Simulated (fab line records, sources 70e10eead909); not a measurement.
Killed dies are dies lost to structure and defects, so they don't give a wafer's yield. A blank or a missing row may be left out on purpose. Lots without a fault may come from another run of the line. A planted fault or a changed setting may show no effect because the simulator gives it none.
Which tool did it? | flow nand_harc | 24 lots, 72 wafers sampled, at 6 steps of a route of 1302

WHAT THE GAUGES READ, wafer by wafer
The record holds no reading of a measuring or inspecting step that can be judged against a usual standard deviation.

WHICH TOOL RAN EACH LOT (tool, then ch and the chambers of the sampled wafers, then the start)
lot  | NHARC_A_STAIRCASE_HM_OPEN_460                 | NHARC_A_STAIRCASE_HM_DEP_462  | NHARC_A_STAIRCASE_STRIP_316                   | NHARC_A_STAIRCASE_DEP_417       | NHARC_A_STAIRCASE_DEP_322       | NHARC_A_STAIRCASE_DEP_325
L074 | rie_diel-01 ch 0,1,3, day 17 13:03 or earlier | acl_dep-01 ch 0, day 17 13:03 | rie_diel-01 ch 0,1,3, day 17 20:04 or earlier | pecvd-02 ch 1,2, day 17 20:04   | pecvd-01 ch 0,1, day 18 18:17   | pecvd-02 ch 1,2, day 19 04:02
L076 | rie_diel-01 ch 0,1,3, day 17 22:46 or earlier | acl_dep-02 ch 0, day 17 22:46 | rie_diel-13 ch 0,2,3, day 18 06:20 or earlier | pecvd-01 ch 1,2, day 18 06:20   | pecvd-01 ch 0,2, day 19 02:05   | pecvd-01 ch 0,1, day 19 11:02
L077 | rie_diel-13 ch 0,1,2, day 17 23:32 or earlier | acl_dep-03 ch 0, day 17 23:32 | rie_diel-13 ch 2,3, day 18 06:42 or earlier   | pecvd-03 ch 0,1,2, day 18 06:42 | pecvd-02 ch 0,1,2, day 19 02:26 | pecvd-02 ch 0,1,2, day 19 11:09
L075 | rie_diel-01 ch 0,1,2, day 18 00:50 or earlier | acl_dep-01 ch 0, day 18 00:50 | rie_diel-06 ch 2,3, day 18 07:13 or earlier   | pecvd-03 ch 0,1,2, day 18 07:13 | pecvd-03 ch 0,1,2, day 19 02:04 | pecvd-03 ch 0,1,2, day 19 10:52
L078 | rie_diel-13 ch 1,2,3, day 18 10:03 or earlier | acl_dep-03 ch 0, day 18 10:03 | rie_diel-01 ch 1,2,3, day 18 17:41 or earlier | pecvd-02 ch 0,1,2, day 18 17:41 | pecvd-01 ch 0,1,2, day 19 13:47 | pecvd-02 ch 0,1,2, day 20 01:08
L079 | rie_diel-13 ch 1,2,3, day 18 18:32 or earlier | acl_dep-01 ch 0, day 18 18:32 | rie_diel-06 ch 0,2,3, day 19 01:25 or earlier | pecvd-03 ch 0,2, day 19 01:25   | pecvd-01 ch 0,1,2, day 19 20:00 | pecvd-03 ch 0,2, day 20 01:22
L080 | rie_diel-01 ch 1,2, day 19 08:17 or earlier   | acl_dep-03 ch 0, day 19 08:17 | rie_diel-13 ch 1,3, day 19 14:49 or earlier   | pecvd-03 ch 1,2, day 19 14:49   | pecvd-02 ch 0,1, day 20 10:17   | pecvd-01 ch 0,2, day 20 20:54
L081 | rie_diel-06 ch 0,1,3, day 19 13:35 or earlier | acl_dep-03 ch 0, day 19 13:35 | rie_diel-01 ch 1,2,3, day 19 21:56 or earlier | pecvd-02 ch 0,2, day 19 21:56   | pecvd-03 ch 1,2, day 20 18:48   | pecvd-03 ch 0,1, day 21 05:37
L082 | rie_diel-06 ch 0,2,3, day 19 23:28 or earlier | acl_dep-03 ch 0, day 19 23:28 | rie_diel-13 ch 0,2,3, day 20 08:12 or earlier | pecvd-03 ch 0,1, day 20 08:12   | pecvd-01 ch 0,1,2, day 21 05:28 | pecvd-03 ch 0,1, day 21 16:15
L083 | rie_diel-01 ch 1,3, day 20 06:32 or earlier   | acl_dep-01 ch 0, day 20 06:32 | rie_diel-01 ch 0,2, day 20 14:37 or earlier   | pecvd-01 ch 0,1,2, day 20 14:37 | pecvd-01 ch 0,2, day 21 11:22   | pecvd-02 ch 0,1,2, day 21 16:44
L084 | rie_diel-13 ch 0,1,3, day 21 05:56 or earlier | acl_dep-01 ch 0, day 21 05:56 | rie_diel-13 ch 0,2,3, day 21 17:09 or earlier | pecvd-03 ch 1,2, day 21 17:09   | pecvd-02 ch 1,2, day 22 14:27   | pecvd-02 ch 0,1,2, day 23 00:23
L085 | rie_diel-01 ch 1,2, day 21 10:07 or earlier   | acl_dep-01 ch 0, day 21 10:07 | rie_diel-13 ch 0,2,3, day 21 17:13 or earlier | pecvd-02 ch 1,2, day 21 17:13   | pecvd-03 ch 0,1,2, day 22 14:27 | pecvd-03 ch 0,1, day 23 00:28
L086 | rie_diel-01 ch 0,1,3, day 21 19:09 or earlier | acl_dep-03 ch 0, day 21 19:09 | rie_diel-01 ch 1,3, day 22 01:31 or earlier   | pecvd-02 ch 1,2, day 22 01:31   | pecvd-02 ch 0,1,2, day 22 21:13 | pecvd-03 ch 1,2, day 23 05:04
L087 | rie_diel-06 ch 0,1,2, day 21 23:32 or earlier | acl_dep-01 ch 0, day 21 23:32 | rie_diel-06 ch 1,3, day 22 06:07 or earlier   | pecvd-02 ch 0,2, day 22 06:07   | pecvd-01 ch 0,2, day 23 03:20   | pecvd-01 ch 0,1,2, day 23 11:23
L088 | rie_diel-01 ch 0,3, day 22 18:43 or earlier   | acl_dep-01 ch 0, day 22 18:43 | rie_diel-01 ch 2,3, day 23 02:31 or earlier   | pecvd-02 ch 0,1, day 23 02:31   | pecvd-02 ch 0,2, day 23 21:32   | pecvd-01 ch 0,1, day 24 04:50
L089 | rie_diel-06 ch 0,1,2, day 23 03:55 or earlier | acl_dep-01 ch 0, day 23 03:55 | rie_diel-01 ch 1,3, day 23 11:00 or earlier   | pecvd-03 ch 1,2, day 23 11:00   | pecvd-02 ch 0,1,2, day 24 06:01 | pecvd-03 ch 0,1, day 24 16:40
L090 | rie_diel-01 ch 0,1,2, day 23 13:22 or earlier | acl_dep-03 ch 0, day 23 13:22 | rie_diel-01 ch 0,2,3, day 23 20:25 or earlier | pecvd-02 ch 0,2, day 23 20:25   | pecvd-01 ch 0,1, day 24 17:28   | pecvd-03 ch 0,1, day 25 03:08
L091 | rie_diel-01 ch 0,1,2, day 23 17:06 or earlier | acl_dep-03 ch 0, day 23 17:06 | rie_diel-01 ch 0,1,2, day 24 02:24 or earlier | pecvd-02 ch 0,1,2, day 24 02:24 | pecvd-02 ch 0,2, day 24 17:39   | pecvd-01 ch 0,2, day 25 03:09
L093 | rie_diel-13 ch 1,2,3, day 24 19:34 or earlier | acl_dep-03 ch 0, day 24 19:34 | rie_diel-13 ch 1,2, day 25 01:46 or earlier   | pecvd-02 ch 0,1,2, day 25 01:46 | pecvd-03 ch 0,1,2, day 25 21:12 | pecvd-01 ch 0,1,2, day 26 04:47
L092 | rie_diel-13 ch 1,2, day 24 22:22 or earlier   | acl_dep-01 ch 0, day 24 22:22 | rie_diel-01 ch 1,2, day 25 07:28 or earlier   | pecvd-03 ch 0,1,2, day 25 07:28 | pecvd-03 ch 0,1,2, day 26 01:48 | pecvd-01 ch 0,1,2, day 26 10:47
L094 | rie_diel-13 ch 0,1,2, day 25 16:17 or earlier | acl_dep-03 ch 0, day 25 16:17 | rie_diel-01 ch 1,2,3, day 25 23:14 or earlier | pecvd-03 ch 0,2, day 25 23:14   | pecvd-03 ch 1,2, day 27 20:44   | pecvd-03 ch 0,1,2, day 28 04:46
L096 | rie_diel-01 ch 1,2, day 26 04:52 or earlier   | acl_dep-02 ch 0, day 26 04:52 | rie_diel-13 ch 1,2,3, day 26 08:27            | pecvd-03 ch 0,1, day 26 11:29   | pecvd-03 ch 1,2, day 27 20:09   | pecvd-03 ch 0,2, day 28 04:11
L095 | rie_diel-06 ch 0,1,2, day 26 08:53 or earlier | acl_dep-03 ch 0, day 26 08:53 | rie_diel-06 ch 2,3, day 26 15:37 or earlier   | pecvd-02 ch 0,1, day 26 15:37   | pecvd-02 ch 1,2, day 27 20:17   | pecvd-01 ch 0,1,2, day 28 04:25
L097 | rie_diel-06 ch 1,2, day 26 17:29 or earlier   | acl_dep-01 ch 0, day 26 17:29 | rie_diel-01 ch 0,1, day 27 00:26 or earlier   | pecvd-01 ch 0,2, day 27 00:26   | pecvd-01 ch 0,1,2, day 27 20:22 | pecvd-02 ch 0,1, day 28 04:11
- NHARC_A_STAIRCASE_HM_OPEN_460: chemistry O2/COS.
- NHARC_A_STAIRCASE_HM_DEP_462: deposits aC, target thk 800 nm.
- NHARC_A_STAIRCASE_STRIP_316: strips in O2.
- NHARC_A_STAIRCASE_DEP_417: deposits Si3N4, target thk 60 nm.
- NHARC_A_STAIRCASE_DEP_322: deposits SiO2, target thk 7200 nm.
- NHARC_A_STAIRCASE_DEP_325: deposits SiO2, target thk 7200 nm.

WHAT THE TOOLS THEMSELVES READ (means of the sampled wafers that have a number; where no wafer has one, the mark that the record gives instead)
NHARC_A_STAIRCASE_HM_OPEN_460. Usual: drypump_motor_current_A 5.8 A, standard deviation 0.44; mfc_ar_sccm 0.012 sccm, standard deviation 0.014; oes_product_au 1.002 a.u., standard deviation 0.0078; rf_fwd_power_W 499.0 W, standard deviation 1.6; rf_vpp_V 468 V, standard deviation 3.5; showerhead_plenum_p_Torr 3.15 Torr, standard deviation 0.16; throttle_valve_pct 28.330 %, standard deviation 0.0096.
lot  | tool        | drypump_motor_current_A (A) | mfc_ar_sccm (sccm) | oes_product_au (a.u.) | rf_fwd_power_W (W) | rf_vpp_V (V) | showerhead_plenum_p_Torr (Torr) | throttle_valve_pct (%) | flag
L074 | rie_diel-01 | 5.8                         | 0.017              | 1.006                 | 497.9              | 466          | 3.09                            | 28.332                 |
L076 | rie_diel-01 | 5.9                         | 0.017              | 1.001                 | 499.2              | 466          | 3.09                            | 28.334                 |
L077 | rie_diel-13 | 5.8                         | 0.003              | 1.003                 | 498.0              | 469          | 3.20                            | 28.332                 |
L075 | rie_diel-01 | 5.6                         | 0.013              | 1.004                 | 498.8              | 469          | 3.18                            | 28.328                 |
L078 | rie_diel-13 | 6.0                         | 0.004              | 1.000                 | 498.2              | 468          | 3.15                            | 28.331                 |
L079 | rie_diel-13 | 6.0                         | 0.004              | 1.007                 | 497.8              | 467          | 3.15                            | 28.328                 |
L080 | rie_diel-01 | 5.7                         | 0.000              | 0.999                 | 500.0              | 469          | 3.17                            | 28.332                 |
L081 | rie_diel-06 | 5.9                         | 0.022              | 1.015                 | 498.5              | 465          | 3.04                            | 28.336                 |
L082 | rie_diel-06 | 5.7                         | 0.014              | 1.009                 | 499.7              | 466          | 3.06                            | 28.326                 |
L083 | rie_diel-01 | 6.2                         | 0.009              | 0.993                 | 498.2              | 464          | 2.97                            | 28.327                 |
L084 | rie_diel-13 | 5.7                         | 0.008              | 0.997                 | 498.1              | 469          | 3.19                            | 28.325                 |
L085 | rie_diel-01 | 5.7                         | 0.000              | 1.000                 | 497.5              | 468          | 3.16                            | 28.318                 |
L086 | rie_diel-01 | 5.9                         | 0.017              | 1.001                 | 498.5              | 467          | 3.08                            | 28.335                 |
L087 | rie_diel-06 | 5.9                         | 0.019              | 1.007                 | 499.8              | 469          | 3.18                            | 28.331                 |
L088 | rie_diel-01 | 6.2                         | 0.022              | 0.999                 | 499.4              | 466          | 3.10                            | 28.345                 |
L089 | rie_diel-06 | 5.9                         | 0.019              | 1.009                 | 500.8              | 469          | 3.18                            | 28.327                 |
L090 | rie_diel-01 | 5.6                         | 0.013              | 0.994                 | 499.6              | 467          | 3.16                            | 28.327                 |
L091 | rie_diel-01 | 5.6                         | 0.013              | 0.998                 | 499.2              | 468          | 3.16                            | 28.330                 |
L093 | rie_diel-13 | 6.0                         | 0.004              | 0.999                 | 499.5              | 467          | 3.12                            | 28.329                 |
L092 | rie_diel-13 | 6.0                         | 0.000              | 1.006                 | 497.3              | 467          | 3.12                            | 28.331                 |
L094 | rie_diel-13 | 5.8                         | 0.003              | 1.002                 | 498.3              | 468          | 3.17                            | 28.332                 |
L096 | rie_diel-01 | 5.7                         | 0.000              | 1.001                 | 498.9              | 472          | 3.33                            | 28.321                 |
L095 | rie_diel-06 | 5.9                         | 0.019              | 1.002                 | 500.2              | 469          | 3.16                            | 28.328                 |
L097 | rie_diel-06 | 5.8                         | 0.015              | 1.002                 | 498.4              | 469          | 3.22                            | 28.323                 |

NHARC_A_STAIRCASE_HM_DEP_462. Usual: throttle_valve_pct 34.999 %, standard deviation 0.0094.
lot  | tool       | throttle_valve_pct (%) | flag
L074 | acl_dep-01 | 34.999                 |
L076 | acl_dep-02 | 34.998                 |
L077 | acl_dep-03 | 35.004                 |
L075 | acl_dep-01 | 34.992                 |
L078 | acl_dep-03 | 34.997                 |
L079 | acl_dep-01 | 35.007                 |
L080 | acl_dep-03 | 34.996                 |
L081 | acl_dep-03 | 35.006                 |
L082 | acl_dep-03 | 35.003                 |
L083 | acl_dep-01 | 35.003                 |
L084 | acl_dep-01 | 35.005                 |
L085 | acl_dep-01 | 34.999                 |
L086 | acl_dep-03 | 35.000                 |
L087 | acl_dep-01 | 35.006                 |
L088 | acl_dep-01 | 35.005                 |
L089 | acl_dep-01 | 34.994                 |
L090 | acl_dep-03 | 35.004                 |
L091 | acl_dep-03 | 35.000                 |
L093 | acl_dep-03 | 34.998                 |
L092 | acl_dep-01 | 35.000                 |
L094 | acl_dep-03 | 34.997                 |
L096 | acl_dep-02 | 34.996                 |
L095 | acl_dep-03 | 34.996                 |
L097 | acl_dep-01 | 34.995                 |

NHARC_A_STAIRCASE_STRIP_316. Usual: drypump_motor_current_A 5.8 A, standard deviation 0.43; mfc_ar_sccm 0.011 sccm, standard deviation 0.014; oes_product_au 1.003 a.u., standard deviation 0.0079; rf_vpp_V 57.9 V, standard deviation 1; showerhead_plenum_p_Torr 3.57 Torr, standard deviation 0.18; throttle_valve_pct 17.036 %, standard deviation 0.0094.
lot  | tool        | drypump_motor_current_A (A) | mfc_ar_sccm (sccm) | oes_product_au (a.u.) | rf_vpp_V (V) | showerhead_plenum_p_Torr (Torr) | throttle_valve_pct (%) | flag
L074 | rie_diel-01 | 5.9                         | 0.017              | 1.005                 | 57.3         | 3.49                            | 17.030                 |
L076 | rie_diel-13 | 6.0                         | 0.008              | 1.003                 | 57.3         | 3.68                            | 17.028                 |
L077 | rie_diel-13 | 6.3                         | 0.004              | 1.001                 | 57.2         | 3.63                            | 17.042                 |
L075 | rie_diel-06 | 5.3                         | 0.002              | 1.016                 | 57.2         | 3.38                            | 17.044                 |
L078 | rie_diel-01 | 6.0                         | 0.004              | 0.995                 | 57.6         | 3.47                            | 17.040                 |
L079 | rie_diel-06 | 5.7                         | 0.014              | 1.007                 | 58.2         | 3.47                            | 17.032                 |
L080 | rie_diel-13 | 6.1                         | 0.009              | 1.009                 | 58.6         | 3.56                            | 17.041                 |
L081 | rie_diel-01 | 6.0                         | 0.004              | 1.000                 | 58.2         | 3.47                            | 17.034                 |
L082 | rie_diel-13 | 6.0                         | 0.008              | 1.001                 | 57.9         | 3.68                            | 17.039                 |
L083 | rie_diel-01 | 5.5                         | 0.026              | 0.997                 | 58.7         | 3.74                            | 17.034                 |
L084 | rie_diel-13 | 6.0                         | 0.008              | 1.009                 | 58.7         | 3.67                            | 17.034                 |
L085 | rie_diel-13 | 6.0                         | 0.008              | 1.001                 | 58.3         | 3.67                            | 17.035                 |
L086 | rie_diel-01 | 5.9                         | 0.004              | 0.999                 | 57.1         | 3.32                            | 17.040                 |
L087 | rie_diel-06 | 5.6                         | 0.012              | 1.011                 | 58.8         | 3.52                            | 17.039                 |
L088 | rie_diel-01 | 6.0                         | 0.004              | 1.002                 | 57.2         | 3.59                            | 17.017                 |
L089 | rie_diel-01 | 5.9                         | 0.004              | 1.001                 | 56.9         | 3.32                            | 17.038                 |
L090 | rie_diel-01 | 5.9                         | 0.017              | 1.002                 | 57.9         | 3.61                            | 17.030                 |
L091 | rie_diel-01 | 5.6                         | 0.013              | 0.994                 | 57.1         | 3.57                            | 17.048                 |
L093 | rie_diel-13 | 5.8                         | 0.000              | 1.002                 | 56.8         | 3.45                            | 17.041                 |
L092 | rie_diel-01 | 5.7                         | 0.000              | 1.003                 | 57.3         | 3.73                            | 17.035                 |
L094 | rie_diel-01 | 6.0                         | 0.004              | 1.003                 | 57.6         | 3.62                            | 17.037                 |
L096 | rie_diel-13 | 6.0                         | 0.004              | 1.002                 | 59.0         | 3.53                            | 17.034                 |
L095 | rie_diel-06 | 5.3                         | 0.002              | 1.009                 | 57.5         | 3.35                            | 17.031                 |
L097 | rie_diel-01 | 5.6                         | 0.013              | 0.990                 | 58.7         | 3.78                            | 17.033                 |

NHARC_A_STAIRCASE_DEP_417. Usual: heater_power_w 733 W, standard deviation 52; rf_fwd_power_W 449.3 W, standard deviation 1.4.
lot  | tool     | heater_power_w (W) | rf_fwd_power_W (W) | flag
L074 | pecvd-02 | 734                | 449.0              |
L076 | pecvd-01 | 804                | 450.4              |
L077 | pecvd-03 | 679                | 449.1              |
L075 | pecvd-03 | 724                | 449.5              |
L078 | pecvd-02 | 739                | 449.6              |
L079 | pecvd-03 | 727                | 449.3              |
L080 | pecvd-03 | 756                | 450.1              |
L081 | pecvd-02 | 780                | 448.4              |
L082 | pecvd-03 | 726                | 450.6              |
L083 | pecvd-01 | 773                | 449.7              |
L084 | pecvd-03 | 670                | 449.2              |
L085 | pecvd-02 | 659                | 450.4              |
L086 | pecvd-02 | 680                | 449.4              |
L087 | pecvd-02 | 697                | 449.2              |
L088 | pecvd-02 | 762                | 449.2              |
L089 | pecvd-03 | 740                | 449.2              |
L090 | pecvd-02 | 713                | 448.7              |
L091 | pecvd-02 | 742                | 448.6              |
L093 | pecvd-02 | 733                | 448.2              |
L092 | pecvd-03 | 768                | 448.5              |
L094 | pecvd-03 | 699                | 449.9              |
L096 | pecvd-03 | 708                | 449.0              |
L095 | pecvd-02 | 739                | 450.2              |
L097 | pecvd-01 | 703                | 449.8              |

NHARC_A_STAIRCASE_DEP_322. Usual: heater_power_w 672 W, standard deviation 62; rf_fwd_power_W 499.6 W, standard deviation 1.6.
lot  | tool     | heater_power_w (W) | rf_fwd_power_W (W) | flag
L074 | pecvd-01 | 726                | 498.3              |
L076 | pecvd-01 | 681                | 498.9              |
L077 | pecvd-02 | 606                | 500.4              |
L075 | pecvd-03 | 646                | 499.9              |
L078 | pecvd-01 | 699                | 498.9              |
L079 | pecvd-01 | 711                | 500.2              |
L080 | pecvd-02 | 628                | 499.2              |
L081 | pecvd-03 | 695                | 501.7              |
L082 | pecvd-01 | 695                | 499.4              |
L083 | pecvd-01 | 670                | 498.1              |
L084 | pecvd-02 | 606                | 499.2              |
L085 | pecvd-03 | 684                | 499.5              |
L086 | pecvd-02 | 605                | 499.6              |
L087 | pecvd-01 | 667                | 498.9              |
L088 | pecvd-02 | 666                | 499.1              |
L089 | pecvd-02 | 675                | 498.4              |
L090 | pecvd-01 | 748                | 501.6              |
L091 | pecvd-02 | 645                | 499.1              |
L093 | pecvd-03 | 625                | 499.3              |
L092 | pecvd-03 | 625                | 500.5              |
L094 | pecvd-03 | 733                | 499.6              |
L096 | pecvd-03 | 733                | 500.5              |
L095 | pecvd-02 | 642                | 499.1              |
L097 | pecvd-01 | 688                | 501.2              |

NHARC_A_STAIRCASE_DEP_325. Usual: heater_power_w 669 W, standard deviation 64; rf_fwd_power_W 499.6 W, standard deviation 1.4.
lot  | tool     | heater_power_w (W) | rf_fwd_power_W (W) | flag
L074 | pecvd-02 | 626                | 501.7              |
L076 | pecvd-01 | 715                | 499.6              |
L077 | pecvd-02 | 605                | 498.1              |
L075 | pecvd-03 | 643                | 500.0              |
L078 | pecvd-02 | 726                | 498.4              |
L079 | pecvd-03 | 665                | 500.2              |
L080 | pecvd-01 | 716                | 498.6              |
L081 | pecvd-03 | 650                | 499.9              |
L082 | pecvd-03 | 647                | 500.1              |
L083 | pecvd-02 | 650                | 499.7              |
L084 | pecvd-02 | 620                | 499.0              |
L085 | pecvd-03 | 628                | 498.3              |
L086 | pecvd-03 | 651                | 498.8              |
L087 | pecvd-01 | 687                | 501.2              |
L088 | pecvd-01 | 709                | 500.2              |
L089 | pecvd-03 | 636                | 498.1              |
L090 | pecvd-03 | 673                | 500.3              |
L091 | pecvd-01 | 663                | 499.0              |
L093 | pecvd-01 | 645                | 500.0              |
L092 | pecvd-01 | 657                | 500.4              |
L094 | pecvd-03 | 653                | 499.7              |
L096 | pecvd-03 | 718                | 498.6              |
L095 | pecvd-01 | 716                | 500.9              |
L097 | pecvd-02 | 651                | 498.2              |

THE ANSWER, worked out from the rows above alone
Rule: a lot is off if the mean of its wafers that have a number lies more than 3 standard deviations from the usual mean. A lot without any number at a reading at which 4 lots or more have one is off too. The other lots that the step has rows for count as sound. The gauges are gone through in route order, then the tools' own readings, and for those a lot's mean is taken as printed above. The first step at which some lot is off is used, and at that step the reading that is off furthest; a lot without a number counts as furthest.
No lot is off at any reading shown: from this, nothing can be told.

WHAT THE SIMULATOR HAD PUT IN
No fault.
